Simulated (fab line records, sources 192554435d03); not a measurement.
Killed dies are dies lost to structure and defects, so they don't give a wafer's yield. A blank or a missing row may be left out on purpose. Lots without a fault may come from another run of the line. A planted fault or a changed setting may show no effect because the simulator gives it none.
fab line records | flow n5_finfet
record lots=7 wafers=21
route steps=1938 shown FIN_SAQP@125 FIN_CUT@157 SD_EPI_N@267
start_h: hours from the record's first day to the start of the lot's first wafer shown | wait_h: hours since the lot's step before | " the same as in the row above | L1.1+2: a row that stands for several wafers | - no value, or no start given | * or withheld: withheld | < > ~ a bound
route shown NAME@n: a module of which the file shows steps, and the number in the route of the first | usual: mean/standard deviation of fault-free wafers | same: alike in all rows | chamber/n: place in a boat | sites: the reading at each site | _std_site: their standard deviation | _edge_site: outer sites' mean less inner sites' | radius_mm: how far each site lies from the wafer's centre | mask NAME#n: copy n | behind: the tool/chamber that last shaped the wafer | hold: why the lot was held/for how many hours/how that ended | device: the transistor (n, p or np) that didn't switch | end of line: the same wafers' tests at the end of the route | a step without rows: its recipe alone | killed: dies lost to structure and defects at the first sort, not the wafer's yield | map: a wafer's dies, x killed, . not, _ none there
set.NAME: the setting as run; set.NAME@STEP: as run at that earlier step | model.NAME: the simulator's own value behind a step, which no gauge read
lots whose settings were changed on purpose; a table a step, a row a wafer
## steps
# step N5_FIN_SAQP_SPACER1_ALD_24
# recipe material=SiO2 target_thk_a=203 temp_c=300 ald_precursor_family=BDEAS ald_co_reactant=O2-plasma pulse_time_s=1 purge_time_s=2 co_reactant_purge_time_s=2 ald_cycles=218 pressure_torr=2
# columns lot.wafer tool chamber start_h wait_h set.temp_c model.SiO2_of_FIN_SAQP_SPACER1_ALD_24.thk_nm
L074.1 ald_sin-01 2 23.49 0.3 300 20.2
L074.4 " 1 " " 288 21
L074.6 " 2 " " 300 20.4
L078.1+2+6 ald_sin-02 3,0,0 47.25 0.5 300 20.2
L079.1 ald_sin-04 0 53.30 0.3 296.3 20.8
L079.2 " 1 " " 300 20.4
L079.6 " 2 " " 300 20.6
L085.1 ald_sin-02 1 91.58 0.3 300 20.4
L085.3 " 3 " " 308.5 20
L085.5 " 2 " " 308.5 20.2
L093.1+4 ald_sin-02 1,3 137.81 0.9 300 20.2
L093.6 " 3 " " 294.4 20.8
L094.4+5+6 ald_sin-01 0,1,2 143.06 0.1 300 20.2
L095.1+2 ald_sin-01 3,2 148.85 0.3 300 20.2
L095.6 " 0 " " 290.5 21
# step N5_FIN_SAQP_SPACER1_ETCHBACK_25
# recipe chemistry=CHF3/O2 mode=anisotropic_etchback target=SiO2 target_depth_a=244 time_s=12.2 pressure_mtorr=30 source_w=650 bias_w=170 Ar_flow_sccm=200 CHF3_flow_sccm=50 O2_flow_sccm=5 ion_energy_ev=200
# step N5_FIN_SAQP_MANDREL1_REMOVE_56
# recipe chemistry=HBr/Cl2/O2 bt_time_s=10 target=a-Si stop_on=SiNx endpoint=OES-SiCl over_etch_frac=1 icp_w=600 bias_w=22 HBr_flow_sccm=150 Cl2_flow_sccm=80 O2_flow_sccm=5 pressure_mtorr=10
# columns lot.wafer tool chamber start_h wait_h set.temp_c@FIN_SAQP_SPACER1_ALD_24 model.FIN_SAQP.cd_nm
L074.1 rie_si-03 3 24.32 0.1 300 20.4
L074.4 " 2 " " 288 21
L074.6 " 2 " " 300 20.2
L078.1+6 rie_si-02 3,0 48.06 0.1 300 20.2
L078.2 " 0 " " 300 20
L079.1 rie_si-02 1 54.11 0.1 296.3 20.8
L079.2+6 " 2,3 " " 300 20.4
L085.1 rie_si-02 2 92.39 0.1 300 20.2
L085.3 " 1 " " 308.5 20
L085.5 " 2 " " 308.5 20.2
L093.1+4 rie_si-05 1,2 138.62 0.1 300 20.4
L093.6 " 0 " " 294.4 20.8
L094.4+6 rie_si-03 2,1 143.87 0.1 300 20.2
L094.5 " 0 " " 300 20.4
L095.1+2 rie_si-02 0,1 149.65 0.1 300 20.2
L095.6 " 3 " " 290.5 21.2
# step N5_FIN_CUT_COAT_02
# recipe resist=CAR-EUV spin_rpm=1500 resist_thk_nm=30
# columns lot.wafer tool chamber start_h wait_h set.spin_rpm model.CAR-EUV_of_FIN_CUT_COAT_02.thk_nm
L074.1 litho_track-01 0 - - 1456 30.6
L074.4+6 " 0 " " 1456 30.4
L078.1+2+6 litho_track-04 0 - - 1500 29.8
L079.1+2 litho_track-01 0 - - 1500 30
L079.6 " 0 " " 1595 29
L085.1 litho_track-04 0 - - 1500 30
L085.3 " 0 " " 1374 31.4
L085.5 " 0 " " 1500 30.2
L093.1+4 litho_track-04 0 - - 1625 28.8
L093.6 " 0 " " 1500 30
L094.4 litho_track-01 0 - - 1545 29.6
L094.5 " 0 " " 1500 30
L094.6 " 0 " " 1500 30.2
L095.1+2+6 litho_track-04 0 - - 1500 30.2
# step N5_FIN_CUT_EBR_04
# recipe solvent=PGMEA ebr_width_mm=1.5
# step N5_FIN_CUT_SOFTBAKE_03
# recipe temp_c=110 time_s=60 resist=CAR-EUV
# step N5_FIN_CUT_DESCUM_13
# recipe chemistry=O2 time_s=7 source_power_w=50 bias_power_w=20 pressure_mtorr=20 rf_frequency_hz=2.712e+07 temp_c=40 resist=CAR-EUV o2_flow_sccm=225
# columns lot.wafer tool chamber start_h wait_h set.spin_rpm@FIN_CUT_COAT_02 model.CAR-EUV_of_FIN_CUT_COAT_02.thk_nm
L074.1+4 rie_diel-02 0 27.13 0.0 1456 26.6
L074.6 " 1 " " 1456 26.4
L078.1+2+6 rie_diel-03 2,3,3 50.95 0.1 1500 26
L079.1+2 rie_diel-03 0,1 57.06 0.0 1500 26
L079.6 " 3 " " 1595 25.2
L085.1+5 rie_diel-02 0,3 95.46 0.0 1500 26.2
L085.3 " 3 " " 1374 27.4
L093.1 rie_diel-03 0 141.52 0.1 1625 25
L093.4 " 1 " " 1625 24.8
L093.6 " 1 " " 1500 26.2
L094.4 rie_diel-04 1 146.54 0.0 1545 25.6
L094.5 " 2 " " 1500 26
L094.6 " 3 " " 1500 26.2
L095.1+2+6 rie_diel-02 1,2,3 152.97 0.3 1500 26.2
# step N5_SD_EPI_N_EXPOSE_06
# recipe mask_id=SD_N_BLK na=1.35 source_shape=conventional sigma_outer=0.8 polarization=unpolarized target_cd_nm=120 dose_mj=39.75
# columns lot.wafer tool chamber start_h wait_h mask set.dose_mj
L074.1+6 arfi_scanner-03 0 49.70 - SD_N_BLK#0 39.75
L074.4 " 0 " " SD_N_BLK#0 38.14
L078.1+2+6 arfi_scanner-03 0 71.76 - SD_N_BLK#0 39.75
L079.1 arfi_scanner-01 0 77.46 - SD_N_BLK#0 38.03
L079.2+6 " 0 " " SD_N_BLK#0 39.75
L085.1+5 arfi_scanner-02 0 118.09 - SD_N_BLK#0 37.28
L085.3 " 0 " " SD_N_BLK#0 39.75
L093.1+4 arfi_scanner-01 0 163.16 - SD_N_BLK#0 39.75
L093.6 " 0 " " SD_N_BLK#0 36.97
L094.4+5+6 arfi_scanner-03 0 169.49 - SD_N_BLK#0 39.75
L095.1+2+6 arfi_scanner-01 0 175.93 - SD_N_BLK#0 39.75
# step N5_SD_EPI_N_DEVELOP_08
# recipe develop_time_s=30 developer=TMAH resist=CAR-ArF-block dev_temp_c=23 rinse_liquid=diw dry=air_spin
# columns lot.wafer tool chamber start_h wait_h set.develop_time_s
L074.1+4 litho_track-01 0 - - 25.55
L074.6 " 0 " " 30
L078.1+2+6 litho_track-03 0 - - 30
L079.1+2+6 litho_track-01 0 - - 30
L085.1+3+5 litho_track-03 0 - - 30
L093.1+4+6 litho_track-03 0 - - 27.45
L094.4+6 litho_track-03 0 - - 30
L094.5 " 0 " " 32.46
L095.1 litho_track-01 0 - - 35.71
L095.2+6 " 0 " " 30
# step N5_SD_EPI_N_CD_MEAS_09
# recipe target_cd_nm=120 landing_energy_ev=500 detector=se_inlens
# usual cd_nm=119.7/0.9
# columns lot.wafer tool chamber start_h wait_h set.dose_mj@SD_EPI_N_EXPOSE_06 cd_nm
L074.1 cd_sem-01 0 49.83 - 39.75 118.9
L074.4 " 0 " " 38.14 115.8
L074.6 " 0 " " 39.75 118.1
L078.1 cd_sem-01 0 71.88 - 39.75 119.2
L078.2 " 0 " " 39.75 119.4
L078.6 " 0 " " 39.75 119.1
L079.1 cd_sem-02 0 77.59 - 38.03 116.4
L079.2 " 0 " " 39.75 119.2
L079.6 " 0 " " 39.75 120.7
L085.1 cd_sem-03 0 118.21 - 37.28 115.9
L085.3 " 0 " " 39.75 119.7
L085.5 " 0 " " 37.28 115.1
L093.1 cd_sem-03 0 163.28 - 39.75 120.6
L093.4 " 0 " " 39.75 119.9
L093.6 " 0 " " 36.97 114.9
L094.4 cd_sem-02 0 169.60 - 39.75 119.9
L094.5 " 0 " " 39.75 120.1
L094.6 " 0 " " 39.75 120.4
L095.1 cd_sem-01 0 176.05 - 39.75 120.4
L095.2 " 0 " " 39.75 118.3
L095.6 " 0 " " 39.75 119.8
# step N5_SD_EPI_N_DESCUM_14
# recipe chemistry=O2 time_s=7.9 source_power_w=50 bias_power_w=20 pressure_mtorr=20 rf_frequency_hz=2.712e+07 temp_c=40 resist=CAR-ArF-block o2_flow_sccm=225
# columns lot.wafer tool chamber start_h wait_h set.dose_mj@SD_EPI_N_EXPOSE_06 model.SD_EPI_N.cd_nm
L074.1 rie_diel-06 1 49.95 0.1 39.75 118.8
L074.4 " 3 " " 38.14 115.6
L074.6 " 1 " " 39.75 118
L078.1 rie_diel-05 2 71.97 0.0 39.75 119.4
L078.2 " 3 " " 39.75 118.8
L078.6 " 1 " " 39.75 119.6
L079.1 rie_diel-06 2 78.13 0.5 38.03 116.6
L079.2 " 0 " " 39.75 119.4
L079.6 " 1 " " 39.75 120.6
L085.1 rie_diel-06 0 118.34 0.1 37.28 116.2
L085.3 " 3 " " 39.75 120
L085.5 " 3 " " 37.28 115.2
L093.1 rie_diel-01 3 163.62 0.3 39.75 120.2
L093.4 " 0 " " 39.75 119.8
L093.6 " 0 " " 36.97 115
L094.4 rie_diel-06 1 169.81 0.2 39.75 119.8
L094.5 " 2 " " 39.75 120
L094.6 " 3 " " 39.75 120.2
L095.1 rie_diel-01 0 176.14 0.0 39.75 120.6
L095.2 " 3 " " 39.75 118.4
L095.6 " 2 " " 39.75 119.8
# step N5_SD_EPI_N_ETCH_34
# recipe chemistry=CF4 target=SiARC target_depth_a=455 mask_material=CAR-ArF-block time_s=75.8 ion_energy_ev=80 pressure_mtorr=40 source_w=545 bias_w=36 Ar_flow_sccm=100 cf4_flow_sccm=100 ends=cleared
# step N5_SD_EPI_N_ETCH_35
# recipe chemistry=N2/H2 target=SOC overetch_a=1080 mask_material=SiARC temp_c=40 ion_energy_ev=100 source_w=3000 bias_w=133 pressure_mtorr=20 time_s=486 n2_flow_sccm=200 h2_flow_sccm=200
# columns lot.wafer tool chamber start_h wait_h set.dose_mj@SD_EPI_N_EXPOSE_06 model.SD_EPI_N.cd_nm
L074.1 rie_diel-06 1 50.04 0.0 39.75 119.2
L074.4 " 3 " " 38.14 115.2
L074.6 " 1 " " 39.75 118
L078.1 rie_diel-05 2 72.06 0.0 39.75 119.4
L078.2 " 3 " " 39.75 120.6
L078.6 " 1 " " 39.75 118.8
L079.1 rie_diel-06 2 78.22 0.0 38.03 116.2
L079.2 " 0 " " 39.75 119.4
L079.6 " 1 " " 39.75 121.6
L085.1 rie_diel-06 0 118.43 0.0 37.28 115.6
L085.3 " 3 " " 39.75 119.6
L085.5 " 3 " " 37.28 114.8
L093.1+4 rie_diel-01 3,0 163.71 0.0 39.75 120.4
L093.6 " 0 " " 36.97 115
L094.4+6 rie_diel-06 1,3 169.90 0.0 39.75 120.8
L094.5 " 2 " " 39.75 119.4
L095.1 rie_diel-01 0 176.23 0.0 39.75 120
L095.2 " 3 " " 39.75 118
L095.6 " 2 " " 39.75 119.6
# step N5_SD_EPI_N_STRIP_36
# recipe chemistry=N2/H2 temp_c=40 n2_flow_sccm=200 h2_flow_sccm=200 rf_frequency_hz=6e+07
# step N5_SD_EPI_N_ETCHBACK_44
# recipe chemistry=CH3F/O2 mode=anisotropic_etchback target=SiNx target_depth_a=145 stop_on=SiO2 over_etch_frac=0.3 ion_energy_ev=120 pressure_mtorr=30 source_w=395 bias_w=73 Ar_flow_sccm=150 CH3F_flow_sccm=30 O2_flow_sccm=20
# columns lot.wafer tool chamber start_h wait_h set.dose_mj@SD_EPI_N_EXPOSE_06 model.SD_EPI_N.cd_nm
L074.1 rie_diel-06 1 50.36 0.0 39.75 119.2
L074.4 " 3 " " 38.14 115.2
L074.6 " 1 " " 39.75 118
L078.1 rie_diel-05 2 72.39 0.0 39.75 119.4
L078.2 " 3 " " 39.75 120.8
L078.6 " 1 " " 39.75 118.6
L079.1 rie_diel-06 2 78.55 0.0 38.03 116
L079.2 " 0 " " 39.75 119.4
L079.6 " 1 " " 39.75 121.6
L085.1 rie_diel-06 0 118.76 0.0 37.28 115.6
L085.3 " 3 " " 39.75 119.8
L085.5 " 3 " " 37.28 114.8
L093.1 rie_diel-01 3 164.03 0.0 39.75 120.4
L093.4 " 0 " " 39.75 120.2
L093.6 " 0 " " 36.97 114.8
L094.4+6 rie_diel-06 1,3 170.22 0.0 39.75 121
L094.5 " 2 " " 39.75 119.4
L095.1 rie_diel-01 0 176.55 0.0 39.75 120
L095.2 " 3 " " 39.75 118
L095.6 " 2 " " 39.75 119.6
# step N5_SD_EPI_N_ETCH_45
# recipe chemistry=CH3F/O2 target=SiOCN target_depth_a=60 mask_material=SOC ion_energy_ev=60 bias_w=29 pressure_mtorr=15 source_w=410 Ar_flow_sccm=150 CH3F_flow_sccm=30 O2_flow_sccm=20
# columns lot.wafer tool chamber start_h wait_h set.dose_mj@SD_EPI_N_EXPOSE_06 model.SD_EPI_N.cd_nm
L074.1 rie_diel-06 1 50.46 0.1 39.75 119.6
L074.4 " 3 " " 38.14 115.4
L074.6 " 1 " " 39.75 118.2
L078.1 rie_diel-05 2 72.49 0.1 39.75 119.4
L078.2 " 3 " " 39.75 120.8
L078.6 " 1 " " 39.75 118.8
L079.1 rie_diel-06 2 78.65 0.1 38.03 116.2
L079.2 " 0 " " 39.75 119.4
L079.6 " 1 " " 39.75 121.8
L085.1 rie_diel-06 0 118.86 0.1 37.28 115.6
L085.3 " 3 " " 39.75 120
L085.5 " 3 " " 37.28 115
L093.1 rie_diel-01 3 164.13 0.1 39.75 120.6
L093.4 " 0 " " 39.75 120.2
L093.6 " 0 " " 36.97 114.8
L094.4+6 rie_diel-06 1,3 170.32 0.1 39.75 121
L094.5 " 2 " " 39.75 119.4
L095.1 rie_diel-01 0 176.65 0.1 39.75 120
L095.2 " 3 " " 39.75 118
L095.6 " 2 " " 39.75 119.6
# step N5_SD_EPI_N_EPI_21
# recipe material=Si:P dopant=P temp_c=680 pressure_torr=255 time_s=690
# columns lot.wafer tool chamber start_h wait_h set.epi_growth_time_s model.Si-P_of_SD_EPI_N_EPI_21.thk_nm
L074.1 epi_rpcvd-04 0 51.63 0.1 690 58.8
L074.4 " 0 " " 690 59
L074.6 " 0 " " 690 58.6
L078.1 epi_rpcvd-02 0 73.64 0.1 690 58.4
L078.2 " 0 " " 690 58.6
L078.6 " 0 75.04 1.4 690 57.6
L079.1 epi_rpcvd-03 0 79.80 0.1 690 58.4
L079.2 " 0 " " 690 58.2
L079.6 " 0 81.20 1.4 746.7 61.8
L085.1 epi_rpcvd-03 0 120.02 0.1 713.8 59.4
L085.3 " 0 " " 690 57.8
L085.5 " 0 " " 690 57.6
L093.1 epi_rpcvd-04 0 165.29 0.1 724 61.6
L093.4 " 0 " " 690 59.2
L093.6 " 0 " " 690 60
L094.4 epi_rpcvd-04 0 172.54 0.9 690 58.4
L094.5 " 0 " " 690 57.8
L094.6 " 0 " " 750.6 62.4
L095.1 epi_rpcvd-03 0 177.81 0.1 757.9 63.2
L095.2 " 0 " " 690 59.2
L095.6 " 0 179.21 1.4 690 59.6
# step N5_SD_EPI_N_EPI_MEAS_23
# recipe mode=xrd
# usual thk_nm=59.1/1.2
# columns lot.wafer tool chamber start_h wait_h set.epi_growth_time_s@SD_EPI_N_EPI_21 thk_nm
L074.1 film_metro-02 - 53.36 1.5 690 59.2
L074.4 " - " " 690 58.5
L074.6 " - " " 690 59.6
L078.1 film_metro-02 - 75.36 1.4 690 57.9
L078.2 " - " " 690 59.6
L078.6 " - " " 690 56.9
L079.1 film_metro-01 - 81.52 1.4 690 59.2
L079.2 " - " " 690 57.8
L079.6 " - " " 746.7 62.0
L085.1 film_metro-02 - 121.73 1.4 713.8 59.4
L085.3 " - " " 690 59.0
L085.5 " - " " 690 57.7
L093.1 film_metro-01 - 167.00 1.4 724 62.0
L093.4 " - " " 690 59.4
L093.6 " - " " 690 59.8
L094.4 film_metro-02 - 173.43 0.6 690 56.9
L094.5 " - " " 690 58.6
L094.6 " - " " 750.6 60.7
L095.1 film_metro-02 - 179.55 1.5 757.9 63.7
L095.2 " - " " 690 59.9
L095.6 " - " " 690 59.7
## key
split step=N5_FIN_SAQP_SPACER1_ALD_24 setting=temp_c stated=300 by=wafer
response step=N5_FIN_SAQP_SPACER1_ALD_24 reading=model.SiO2_of_FIN_SAQP_SPACER1_ALD_24.thk_nm change=-0.196 per=1% r=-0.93
response step=N5_FIN_SAQP_MANDREL1_REMOVE_56 reading=model.FIN_SAQP.cd_nm change=-0.192 per=1% r=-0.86
split step=N5_FIN_CUT_COAT_02 setting=spin_rpm stated=1500 by=wafer
response step=N5_FIN_CUT_COAT_02 reading=model.CAR-EUV_of_FIN_CUT_COAT_02.thk_nm change=-0.152 per=1% r=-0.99
response step=N5_FIN_CUT_DESCUM_13 reading=model.CAR-EUV_of_FIN_CUT_COAT_02.thk_nm change=-0.145 per=1% r=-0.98
split step=N5_SD_EPI_N_EXPOSE_06 setting=dose_mj stated=39.75 by=wafer
response step=N5_SD_EPI_N_CD_MEAS_09 reading=cd_nm change=+0.733 per=1% r=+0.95
response step=N5_SD_EPI_N_DESCUM_14 reading=model.SD_EPI_N.cd_nm change=+0.715 per=1% r=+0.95
response step=N5_SD_EPI_N_ETCH_35 reading=model.SD_EPI_N.cd_nm change=+0.795 per=1% r=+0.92
response step=N5_SD_EPI_N_ETCHBACK_44 reading=model.SD_EPI_N.cd_nm change=+0.818 per=1% r=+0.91
response step=N5_SD_EPI_N_ETCH_45 reading=model.SD_EPI_N.cd_nm change=+0.828 per=1% r=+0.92
split step=N5_SD_EPI_N_DEVELOP_08 setting=develop_time_s stated=30 by=wafer
response none clear
split step=N5_SD_EPI_N_EPI_21 setting=epi_growth_time_s stated=690 by=wafer
response step=N5_SD_EPI_N_EPI_21 reading=model.Si-P_of_SD_EPI_N_EPI_21.thk_nm change=+0.431 per=1% r=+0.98
response step=N5_SD_EPI_N_EPI_MEAS_23 reading=thk_nm change=* per=1% r=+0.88
